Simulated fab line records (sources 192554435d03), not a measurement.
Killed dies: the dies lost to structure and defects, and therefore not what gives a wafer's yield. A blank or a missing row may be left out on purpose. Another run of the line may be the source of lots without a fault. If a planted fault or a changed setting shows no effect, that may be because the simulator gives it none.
Which tool was responsible? + flow n5-finfet + 21 lots, 63 wafers sampled, at 4 steps of a route of 1938

WHAT THE GAUGES READ, wafer by wafer
N5_BEOL_M10_CD_MEAS_11: target cd 64.1 nm. Usual: cd-nm 64.0 nm, standard deviation 0.53.
| lot  | measured     | on        | cd-nm (nm)     | flag |
|------|--------------|-----------|----------------|------|
| L074 | day 9 22:10  | cd-sem-01 | 63.5 64.0 64.3 |      |
| L075 | day 10 05:34 | cd-sem-01 | 63.7 65.1 63.6 |      |
| L076 | day 10 18:14 | cd-sem-03 | 62.8 63.9 63.9 |      |
| L077 | day 11 04:41 | cd-sem-02 | 64.1 63.6 64.0 |      |
| L079 | day 11 13:07 | cd-sem-01 | 63.6 64.2 63.8 |      |
| L080 | day 11 16:51 | cd-sem-03 | 64.4 64.0 64.6 |      |
| L081 | day 11 20:50 | cd-sem-02 | 64.1 63.7 63.7 |      |
| L082 | day 12 07:53 | cd-sem-02 | 64.0 63.8 64.0 |      |
| L084 | day 13 01:22 | cd-sem-01 | 63.8 63.3 63.7 |      |
| L083 | day 12 21:42 | cd-sem-02 | 65.3 64.6 65.1 |      |
| L087 | day 13 06:02 | cd-sem-03 | 64.4 64.3 65.0 |      |
| L086 | day 13 09:44 | cd-sem-03 | 63.8 64.6 64.2 |      |
| L090 | day 14 00:44 | cd-sem-02 | 63.6 63.8 64.1 |      |
| L088 | day 14 03:48 | cd-sem-02 | 64.6 64.9 64.7 |      |
| L089 | day 14 15:23 | cd-sem-02 | 64.6 64.2 64.4 |      |
| L092 | day 14 20:39 | cd-sem-01 | 63.7 63.5 63.3 |      |
| L093 | day 15 00:37 | cd-sem-02 | 62.3 62.8 63.0 |      |
| L094 | day 15 07:18 | cd-sem-02 | 64.4 64.6 64.2 |      |
| L095 | day 15 17:27 | cd-sem-03 | 64.3 64.6 63.6 |      |
| L096 | day 15 20:30 | cd-sem-02 | 65.1 63.9 63.9 |      |
| L097 | day 16 07:46 | cd-sem-03 | 63.9 64.0 63.4 |      |

WHAT TOOL EACH LOT RAN ON (gives the tool, then ch and the chambers of the sampled wafers, and finally the start)
| lot  | N5_BEOL_M9_ETCH_65                 | N5_BEOL_M9_TRENCH_ETCH_37                     | N5_BEOL_M9_ALD_74                   |
|------|------------------------------------|-----------------------------------------------|-------------------------------------|
| L074 | rie-diel-06 ch 2,3, day 9 15:10    | rie-diel-06 ch 2,3, day 9 16:38 or earlier    | ald-metal-03 ch 0,2,3, day 9 16:38  |
| L075 | rie-diel-06 ch 1,2,3, day 9 20:49  | rie-diel-06 ch 1,2,3, day 9 23:12 or earlier  | ald-metal-03 ch 0,1,3, day 9 23:12  |
| L076 | rie-diel-06 ch 0,2, day 10 10:30   | rie-diel-06 ch 0,2, day 10 11:56 or earlier   | ald-metal-02 ch 0,1,3, day 10 11:56 |
| L077 | rie-diel-04 ch 0,1,3, day 10 23:41 | rie-diel-04 ch 0,1,3, day 11 00:52 or earlier | ald-metal-03 ch 0,2,3, day 11 00:52 |
| L079 | rie-diel-06 ch 0,2, day 11 06:48   | rie-diel-06 ch 0,2, day 11 08:22 or earlier   | ald-metal-03 ch 1,3, day 11 08:22   |
| L080 | rie-diel-06 ch 1,3, day 11 11:38   | rie-diel-06 ch 1,3, day 11 12:47 or earlier   | ald-metal-03 ch 2,3, day 11 12:47   |
| L081 | rie-diel-06 ch 2,3, day 11 15:29   | rie-diel-06 ch 2,3, day 11 16:35 or earlier   | ald-metal-02 ch 0,1,2, day 11 16:35 |
| L082 | rie-diel-04 ch 1,3, day 12 00:56   | rie-diel-04 ch 1,3, day 12 03:15 or earlier   | ald-metal-01 ch 1,2,3, day 12 03:15 |
| L084 | rie-diel-04 ch 0,1,3, day 12 17:19 | rie-diel-04 ch 0,1,3, day 12 18:40 or earlier | ald-metal-02 ch 0,2,3, day 12 18:40 |
| L083 | rie-diel-03 ch 0,2,3, day 12 17:29 | rie-diel-03 ch 0,2,3, day 12 18:34 or earlier | ald-metal-03 ch 2,3, day 12 18:34   |
| L087 | rie-diel-06 ch 0,3, day 13 00:43   | rie-diel-06 ch 0,3, day 13 01:54 or earlier   | ald-metal-02 ch 0,1, day 13 01:54   |
| L086 | rie-diel-03 ch 1,2,3, day 13 04:10 | rie-diel-03 ch 1,2,3, day 13 05:19 or earlier | ald-metal-02 ch 1,3, day 13 05:19   |
| L090 | rie-diel-06 ch 2,3, day 13 18:30   | rie-diel-06 ch 2,3, day 13 19:38 or earlier   | ald-metal-03 ch 1,3, day 13 19:38   |
| L088 | rie-diel-06 ch 0,2, day 13 22:05   | rie-diel-06 ch 0,2, day 13 23:31 or earlier   | ald-metal-02 ch 0,1,2, day 13 23:31 |
| L089 | rie-diel-06 ch 0,1,3, day 14 10:31 | rie-diel-06 ch 0,1,3, day 14 11:45 or earlier | ald-metal-01 ch 0,2,3, day 14 11:45 |
| L092 | rie-diel-06 ch 0,1, day 14 14:21   | rie-diel-06 ch 0,1, day 14 16:07 or earlier   | ald-metal-02 ch 1,3, day 14 16:07   |
| L093 | rie-diel-03 ch 1,2,3, day 14 17:01 | rie-diel-03 ch 1,2,3, day 14 20:01 or earlier | ald-metal-01 ch 0,2,3, day 14 20:01 |
| L094 | rie-diel-06 ch 1,2, day 15 01:47   | rie-diel-06 ch 1,2, day 15 04:16 or earlier   | ald-metal-02 ch 0,1,3, day 15 04:16 |
| L095 | rie-diel-04 ch 2,3, day 15 11:52   | rie-diel-04 ch 2,3, day 15 13:20 or earlier   | ald-metal-01 ch 0,1,3, day 15 13:20 |
| L096 | rie-diel-04 ch 0,1,2, day 15 13:47 | rie-diel-04 ch 0,1,2, day 15 16:34 or earlier | ald-metal-03 ch 1,2,3, day 15 16:34 |
| L097 | rie-diel-04 ch 0,1,3, day 15 22:35 | rie-diel-04 ch 0,1,3, day 16 02:56 or earlier | ald-metal-02 ch 1,2,3, day 16 02:56 |
- N5_BEOL_M9_ETCH_65: etches SiARC in CF4, target depth 15.6 nm, time 26 s.
- N5_BEOL_M9_TRENCH_ETCH_37: etches SiCOH lowk in C4F6/O2, target depth 151.43 nm, time 49 s.
- N5_BEOL_M9_ALD_74: deposits TaN, target thk 2 nm, pulse time 2 s, purge time 3 s.

AS READ BY THE TOOLS THEMSELVES (means over the sampled wafers that have a number; for cases with no such wafer, the mark the record gives instead)
N5_BEOL_M9_ETCH_65. Usual: value, then standard deviation, for each; cf4-flow-sccm 99.99 sccm / 0.3; drypump-motor-current-A 5.8 A / 0.34; etch-rf-on-time-s 25.7 s / 0.39; oes-product-au 0.69 a.u. / 0.076; rf-vpp-V 184.2 V / 1.1; showerhead-plenum-p-Torr 2.15 Torr / 0.048; throttle-valve-pct 15.60 % / 0.29.
| lot  | tool        | cf4-flow-sccm (sccm) | drypump-motor-current-A (A) | etch-rf-on-time-s (s) | oes-product-au (a.u.) | rf-vpp-V (V) | showerhead-plenum-p-Torr (Torr) | throttle-valve-pct (%) | flag |
|------|-------------|----------------------|-----------------------------|-----------------------|-----------------------|--------------|---------------------------------|------------------------|------|
| L074 | rie-diel-06 | 100.11               | 5.4                         | 25.7                  | 0.72                  | 185.1        | 2.17                            | 15.60                  |      |
| L075 | rie-diel-06 | 100.10               | 5.6                         | 26.1                  | 0.68                  | 184.5        | 2.15                            | 15.70                  |      |
| L076 | rie-diel-06 | 99.68                | 5.5                         | 25.9                  | 0.62                  | 184.8        | 2.18                            | 15.75                  |      |
| L077 | rie-diel-04 | 100.14               | 5.7                         | 25.5                  | 0.67                  | 184.5        | 2.15                            | 15.66                  |      |
| L079 | rie-diel-06 | 100.11               | 5.4                         | 26.1                  | 0.65                  | 184.7        | 2.17                            | 15.79                  |      |
| L080 | rie-diel-06 | 99.90                | 5.9                         | 26.1                  | 0.65                  | 184.1        | 2.13                            | 15.83                  |      |
| L081 | rie-diel-06 | 100.10               | 5.4                         | 25.6                  | 0.71                  | 184.0        | 2.17                            | 15.61                  |      |
| L082 | rie-diel-04 | 100.01               | 5.5                         | 26.1                  | 0.60                  | 185.4        | 2.18                            | 15.72                  |      |
| L084 | rie-diel-04 | 100.07               | 5.8                         | 25.8                  | 0.66                  | 183.4        | 2.15                            | 15.69                  |      |
| L083 | rie-diel-03 | 100.04               | 6.1                         | 25.4                  | 0.71                  | 184.3        | 2.13                            | 15.38                  |      |
| L087 | rie-diel-06 | 100.21               | 5.7                         | 25.8                  | 0.77                  | 184.6        | 2.19                            | 15.23                  |      |
| L086 | rie-diel-03 | 99.83                | 6.2                         | 25.7                  | 0.66                  | 184.5        | 2.18                            | 15.71                  |      |
| L090 | rie-diel-06 | 100.19               | 5.4                         | 25.3                  | 0.69                  | 184.2        | 2.16                            | 15.65                  |      |
| L088 | rie-diel-06 | 99.89                | 5.4                         | 25.7                  | 0.70                  | 184.6        | 2.16                            | 15.67                  |      |
| L089 | rie-diel-06 | 100.55               | 5.8                         | 25.8                  | 0.77                  | 184.2        | 2.15                            | 15.39                  |      |
| L092 | rie-diel-06 | 99.56                | 5.8                         | 25.9                  | 0.78                  | 184.3        | 2.16                            | 15.41                  |      |
| L093 | rie-diel-03 | 100.08               | 6.2                         | 26.1                  | 0.65                  | 184.4        | 2.17                            | 15.73                  |      |
| L094 | rie-diel-06 | 99.93                | 5.7                         | 25.8                  | 0.77                  | 183.5        | 2.12                            | 15.76                  |      |
| L095 | rie-diel-04 | 99.74                | 5.5                         | 25.8                  | 0.65                  | 182.6        | 2.09                            | 15.66                  |      |
| L096 | rie-diel-04 | 100.07               | 5.8                         | 25.5                  | 0.75                  | 183.6        | 2.11                            | 15.55                  |      |
| L097 | rie-diel-04 | 99.86                | 5.8                         | 25.4                  | 0.73                  | 184.1        | 2.14                            | 15.57                  |      |

N5_BEOL_M9_TRENCH_ETCH_37. Usual: drypump-motor-current-A 5.8 A, standard deviation 0.34; oes-product-au 0.81 a.u., standard deviation 0.09; rf-vpp-V 665 V, standard deviation 8.8; showerhead-plenum-p-Torr 2.85 Torr, standard deviation 0.064; throttle-valve-pct 20.91 %, standard deviation 0.29.
| lot  | tool        | drypump-motor-current-A (A) | oes-product-au (a.u.) | rf-vpp-V (V) | showerhead-plenum-p-Torr (Torr) | throttle-valve-pct (%) | flag |
|------|-------------|-----------------------------|-----------------------|--------------|---------------------------------|------------------------|------|
| L074 | rie-diel-06 | 5.4                         | 0.84                  | 669          | 2.87                            | 20.88                  |      |
| L075 | rie-diel-06 | 5.6                         | 0.81                  | 670          | 2.86                            | 21.00                  |      |
| L076 | rie-diel-06 | 5.5                         | 0.73                  | 674          | 2.89                            | 20.99                  |      |
| L077 | rie-diel-04 | 5.8                         | 0.78                  | 663          | 2.86                            | 20.99                  |      |
| L079 | rie-diel-06 | 5.4                         | 0.76                  | 674          | 2.87                            | 21.05                  |      |
| L080 | rie-diel-06 | 5.9                         | 0.75                  | 670          | 2.84                            | 21.14                  |      |
| L081 | rie-diel-06 | 5.4                         | 0.83                  | 668          | 2.86                            | 20.89                  |      |
| L082 | rie-diel-04 | 5.5                         | 0.70                  | 661          | 2.90                            | 20.99                  |      |
| L084 | rie-diel-04 | 5.8                         | 0.77                  | 663          | 2.85                            | 21.00                  |      |
| L083 | rie-diel-03 | 6.1                         | 0.82                  | 657          | 2.83                            | 20.68                  |      |
| L087 | rie-diel-06 | 5.8                         | 0.90                  | 668          | 2.90                            | 20.55                  |      |
| L086 | rie-diel-03 | 6.3                         | 0.78                  | 662          | 2.89                            | 21.02                  |      |
| L090 | rie-diel-06 | 5.4                         | 0.80                  | 669          | 2.86                            | 20.92                  |      |
| L088 | rie-diel-06 | 5.4                         | 0.82                  | 675          | 2.86                            | 20.95                  |      |
| L089 | rie-diel-06 | 5.8                         | 0.91                  | 668          | 2.86                            | 20.75                  |      |
| L092 | rie-diel-06 | 5.8                         | 0.92                  | 674          | 2.87                            | 20.79                  |      |
| L093 | rie-diel-03 | 6.2                         | 0.76                  | 663          | 2.88                            | 21.03                  |      |
| L094 | rie-diel-06 | 5.7                         | 0.91                  | 677          | 2.81                            | 21.15                  |      |
| L095 | rie-diel-04 | 5.5                         | 0.76                  | 660          | 2.77                            | 20.96                  |      |
| L096 | rie-diel-04 | 5.8                         | 0.88                  | 658          | 2.81                            | 20.91                  |      |
| L097 | rie-diel-04 | 5.8                         | 0.86                  | 663          | 2.84                            | 20.92                  |      |

N5_BEOL_M9_ALD_74. Usual: heater-power-w 428 W, standard deviation 58; precursor-vessel-temp-c 74.99 C, standard deviation 0.12.
| lot  | tool         | heater-power-w (W) | precursor-vessel-temp-c (C) | flag |
|------|--------------|--------------------|-----------------------------|------|
| L074 | ald-metal-03 | 428                | 74.93                       |      |
| L075 | ald-metal-03 | 382                | 74.97                       |      |
| L076 | ald-metal-02 | 466                | 74.98                       |      |
| L077 | ald-metal-03 | 430                | 75.02                       |      |
| L079 | ald-metal-03 | 366                | 74.89                       |      |
| L080 | ald-metal-03 | 407                | 74.97                       |      |
| L081 | ald-metal-02 | 442                | 74.92                       |      |
| L082 | ald-metal-01 | 438                | 75.10                       |      |
| L084 | ald-metal-02 | 419                | 75.06                       |      |
| L083 | ald-metal-03 | 408                | 74.96                       |      |
| L087 | ald-metal-02 | 467                | 74.91                       |      |
| L086 | ald-metal-02 | 487                | 75.01                       |      |
| L090 | ald-metal-03 | 373                | 74.90                       |      |
| L088 | ald-metal-02 | 436                | 74.99                       |      |
| L089 | ald-metal-01 | 433                | 74.98                       |      |
| L092 | ald-metal-02 | 501                | 74.96                       |      |
| L093 | ald-metal-01 | 426                | 75.09                       |      |
| L094 | ald-metal-02 | 477                | 74.95                       |      |
| L095 | ald-metal-01 | 440                | 74.94                       |      |
| L096 | ald-metal-03 | 386                | 75.02                       |      |
| L097 | ald-metal-02 | 443                | 75.04                       |      |

THE ANSWER, worked out from the rows above alone
Rule: take the mean of a lot's wafers that have a number; if it is more than 3 standard deviations from the usual mean, the lot is off. Also off: a lot with no number at a reading for which 4 or more lots have one. The other lots that the step has rows for count as sound. After the gauges, taken in route order, come the tools' own readings; for these a lot's mean is taken, as printed above. The first step at which some lot is off is used, and at that step the reading that is off furthest; a lot without a number counts as furthest.
Across all readings shown, no lot is off: no conclusion can be drawn from this.

WHAT HAD BEEN PUT IN BY THE SIMULATOR
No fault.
